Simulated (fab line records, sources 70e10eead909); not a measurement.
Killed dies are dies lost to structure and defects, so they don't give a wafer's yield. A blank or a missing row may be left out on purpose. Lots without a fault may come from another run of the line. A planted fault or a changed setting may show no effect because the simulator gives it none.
A struck lot beside a sound one | flow nand_harc | 39 steps out of a route of 1302
Sound: wafers L131.2, L131.4, L131.6. Struck: wafers L146.1, L146.2, L146.3. The cause comes at the end.
At each step with rows: each side's tool, then ch and its chambers, then its first start. Under that, the readings that differ: sound wafers | struck wafers | difference of the means | sigmas: that difference in standard deviations of wafers without a fault.
alike: readings whose means differ by less than 2 such deviations, and words and numbers that are the same on both sides. not compared: withheld readings, readings that some wafer has no value for, bounds like >300 that may hide the same value, and numbers for which the record gives no deviation and whose values overlap.
The two part at a step that has a row with sigmas, a row that says differs or no value, or rows on one side only. Numbers that don't overlap but have no deviation are shown without sigmas and don't part them. A reading that every wafer of one side lacks parts them only if that side has two wafers or more.

first, 1 step without rows for these wafers: NHARC_A_CHANNEL_HOLE_D2_ETCH_44 (etches the open film in CF4/O2, target depth 140 nm, overetch 14 nm, time 77 s).
NHARC_A_CHANNEL_HOLE_D2_STRIP_28: strips in O2.
  sound on rie_diel-01 ch 0,1,2; struck on rie_diel-01 ch 0,1,3
  alike: drypump_motor_current_A, oes_product_au, rf_vpp_V, showerhead_plenum_p_Torr, throttle_valve_pct
  not compared: rf_hours_counter_h
then, 2 steps without rows for these wafers: NHARC_A_CHANNEL_HOLE_D2_PRECLEAN_29 (cleans in SC1); NHARC_A_CHANNEL_HOLE_D2_SRD_30.
NHARC_A_CHANNEL_HOLE_D2_CD_MEAS_31:
  sound on cd_sem-03, day 15 23:34; struck on cd_sem-01, day 22 02:13
  reading    | sound          | struck         | difference | sigmas
  cd_nm (nm) | 89.4 89.3 89.3 | 91.2 90.3 92.1 | +1.9       | +2
then, 1 step without rows for these wafers: NHARC_A_CHANNEL_HOLE_D2_XSEM_32.
NHARC_A_CHANNEL_HOLE_D2_INSPECT_40:
  sound on defect_inspect-01, day 15 23:45; struck on defect_inspect-01, day 22 02:25
  alike: raw_defect_count
then, 2 steps without rows for these wafers: NHARC_A_CHANNEL_FILL_D2_PRECLEAN_00 (cleans in SC1); NHARC_A_CHANNEL_FILL_D2_SRD_01.
NHARC_A_CHANNEL_FILL_D2_ALD_02: deposits SiO2, target thk 6 nm, pulse time 10 s, ald cycles 60.
  sound on ald_hk-02 ch 0,2,3, day 16 00:13; struck on ald_hk-01 ch 0,1,2, day 22 03:45
  alike: heater_power_w, precursor_pulse_height_rel
  not compared: since_wet_clean_h
then, 2 steps without rows for these wafers: NHARC_A_CHANNEL_FILL_D2_ALD_03 (deposits SiNx, target thk 6 nm, pulse time 60 s, ald cycles 58); NHARC_A_CHANNEL_FILL_D2_ALD_14 (deposits SiO2, target thk 2.5 nm, pulse time 10 s, ald cycles 25).
NHARC_A_CHANNEL_FILL_D2_ALD_15: deposits SiNx, target thk 2 nm, pulse time 60 s, ald cycles 19.
  sound on ald_sin_batch-01 ch 0, day 16 10:18; struck on ald_sin_batch-02 ch 0, day 22 12:29
  alike: chamber_pressure_Torr, precursor_pulse_height_rel
NHARC_A_CHANNEL_FILL_D2_ALD_16: deposits SiO2, target thk 1.5 nm, pulse time 10 s, ald cycles 15.
  sound on ald_hk-03 ch 0,2, day 16 12:22; struck on ald_hk-01 ch 0,2,3, day 22 14:32
  alike: heater_power_w, precursor_pulse_height_rel
  not compared: since_wet_clean_h
then, 2 steps without rows for these wafers: NHARC_A_CHANNEL_FILL_D2_ANNEAL_17 (time 1800 s); NHARC_A_CHANNEL_FILL_D2_CVD_18 (deposits poly-Si, target thk 3 nm).
NHARC_A_CHANNEL_FILL_D2_ETCHBACK_19: etches the open film in HBr/Cl2, target depth 5 nm, time 1.7 s.
  sound on rie_si-02 ch 1,3, day 17 00:19; struck on rie_si-05 ch 1,2,3, day 23 02:41
  alike: drypump_motor_current_A, oes_product_au, throttle_valve_pct
  not compared: rf_hours_counter_h
then, 8 steps without rows for these wafers: NHARC_A_CHANNEL_FILL_D2_ETCHBACK_20 (etches the open film in C4F8/O2/Ar, target depth 27 nm, time 13.5 s); NHARC_A_CHANNEL_FILL_D2_STRIP_28 (strips in O2, time 20 s); NHARC_A_CHANNEL_FILL_D2_PRECLEAN_21 (cleans in dHF, time 30 s); NHARC_A_CHANNEL_FILL_D2_SRD_23; NHARC_A_CHANNEL_FILL_D2_CVD_05 (deposits poly-Si, target thk 5 nm); NHARC_A_CHANNEL_FILL_D2_ANNEAL_22 (time 7200 s); NHARC_A_CHANNEL_FILL_D2_ALD_25 (deposits SiOx, target thk 60 nm, pulse time 10 s, ald cycles 600); NHARC_A_CHANNEL_FILL_D2_ETCHBACK_08 (etches the open film in C4F8, target depth 220 nm, time 110 s).
NHARC_A_CHANNEL_FILL_D2_STRIP_29: strips in O2, time 20 s.
  sound on rie_diel-05 ch 0,1; struck on rie_diel-07 ch 1,2,3
  alike: drypump_motor_current_A, oes_product_au, rf_vpp_V, showerhead_plenum_p_Torr, throttle_valve_pct
  not compared: rf_hours_counter_h
then, 12 steps without rows for these wafers: NHARC_A_CHANNEL_FILL_D2_PRECLEAN_30 (cleans in dHF, time 30 s); NHARC_A_CHANNEL_FILL_D2_SRD_31; NHARC_A_CHANNEL_FILL_D2_CVD_09 (deposits poly-Si, target thk 150 nm, time 3000 s); NHARC_A_CHANNEL_FILL_D2_CMP_10 (polishes, target thk 150 nm); NHARC_A_CHANNEL_FILL_D2_SRD_12; NHARC_A_CHANNEL_FILL_D2_RTA_24 (time 5 s); NHARC_A_STAIRCASE_DEP_156 (deposits SiNx, target thk 50 nm); NHARC_A_STAIRCASE_DEHYDRATE_158 (time 120 s); NHARC_A_STAIRCASE_HMDS_159 (time 30 s); NHARC_A_STAIRCASE_COAT_160; NHARC_A_STAIRCASE_SOFTBAKE_161 (time 170 s); NHARC_A_STAIRCASE_EBR_162.
-- the record jumps here: 10 days lie between the struck wafers' starts before and after (it left off in module A_STAIRCASE and takes up again in module END, whose first step shown is number 1302 of the route) --
NHARC_END_SORT_01:
  the record has rows for the struck wafers here (prober-01 ch 0, day 33 04:08) and none for the sound ones

WHERE THEY PART
First at NHARC_A_CHANNEL_HOLE_D2_CD_MEAS_31; last, within this record, at NHARC_END_SORT_01.

WHY: what the simulator had put in
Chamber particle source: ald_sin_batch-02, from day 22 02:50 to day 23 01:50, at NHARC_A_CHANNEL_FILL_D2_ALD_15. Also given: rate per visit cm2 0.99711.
